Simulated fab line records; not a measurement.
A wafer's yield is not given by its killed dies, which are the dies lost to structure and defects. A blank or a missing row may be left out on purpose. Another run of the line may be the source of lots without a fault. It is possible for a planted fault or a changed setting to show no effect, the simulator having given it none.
Chamber matching :: flow nand-harc :: NHARC_A_BONDPAD_STRIP_15 on rie-diel-10: 4 sister chambers
The step strips in O2. 8 wafers are shown with their chamber, then 7 later ones without.

== WAFERS PAIRED WITH THEIR CHAMBERS ==
wafer: L969.2
chamber: 3
drypump-motor-current-A (A): 6.2
rf-vpp-V (V): 58.2

wafer: L971.6
chamber: 3
drypump-motor-current-A (A): 6.2
rf-vpp-V (V): 58.4

wafer: L970.2
chamber: 0
drypump-motor-current-A (A): 5.7
rf-vpp-V (V): 56.6

wafer: L970.6
chamber: 0
drypump-motor-current-A (A): 5.7
rf-vpp-V (V): 57.6

wafer: L972.1
chamber: 2
drypump-motor-current-A (A): 5.8
rf-vpp-V (V): 58.0

wafer: L972.6
chamber: 1
drypump-motor-current-A (A): 6.5
rf-vpp-V (V): 58.2

wafer: L974.2
chamber: 2
drypump-motor-current-A (A): 5.9
rf-vpp-V (V): 57.2

wafer: L974.3
chamber: 1
drypump-motor-current-A (A): 6.5
rf-vpp-V (V): 58.5

== WAFERS MISSING THEIR CHAMBER ==
wafer: L974.4
drypump-motor-current-A (A): 6.2
rf-vpp-V (V): 58.3

wafer: L985.2
drypump-motor-current-A (A): 5.8
rf-vpp-V (V): 56.1

wafer: L985.4
drypump-motor-current-A (A): 6.4
rf-vpp-V (V): 56.7

wafer: L985.5
drypump-motor-current-A (A): 5.8
rf-vpp-V (V): 58.8

wafer: L987.2
drypump-motor-current-A (A): 6.5
rf-vpp-V (V): 57.6

wafer: L987.4
drypump-motor-current-A (A): 5.8
rf-vpp-V (V): 57.2

wafer: L987.6
drypump-motor-current-A (A): 6.2
rf-vpp-V (V): 61.1

== THE CHAMBER EACH PASSED THROUGH ==
wafer: L974.4
from the rows above: 3
in truth: 3

wafer: L985.2
from the rows above: can't be placed: 2 or 0
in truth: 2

wafer: L985.4
from the rows above: 1
in truth: 1

wafer: L985.5
from the rows above: can't be placed: 2 or 0
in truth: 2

wafer: L987.2
from the rows above: 1
in truth: 1

wafer: L987.4
from the rows above: can't be placed: 2 or 0
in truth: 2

wafer: L987.6
from the rows above: 3
in truth: 3
Correct placement for 4 of the 7. Not placeable from these rows: 3 (in 3, the candidates include the true chamber). Number placed wrongly: 0.
How it was worked out, from the rows above alone: a wafer's distance from a chamber is the root of the sum, over the readings, of the square of ((its reading less the chamber's mean) divided by the reading's scatter). The wafer belongs to the nearest chamber; if the next one is less than 2 further off, it can't be placed. The mean given for a chamber averages the wafers shown for that chamber. How the scatter is found: for the shown wafers, subtract from each reading the mean of its chamber, square and add these, divide the total by (wafers less chambers), then take the root.
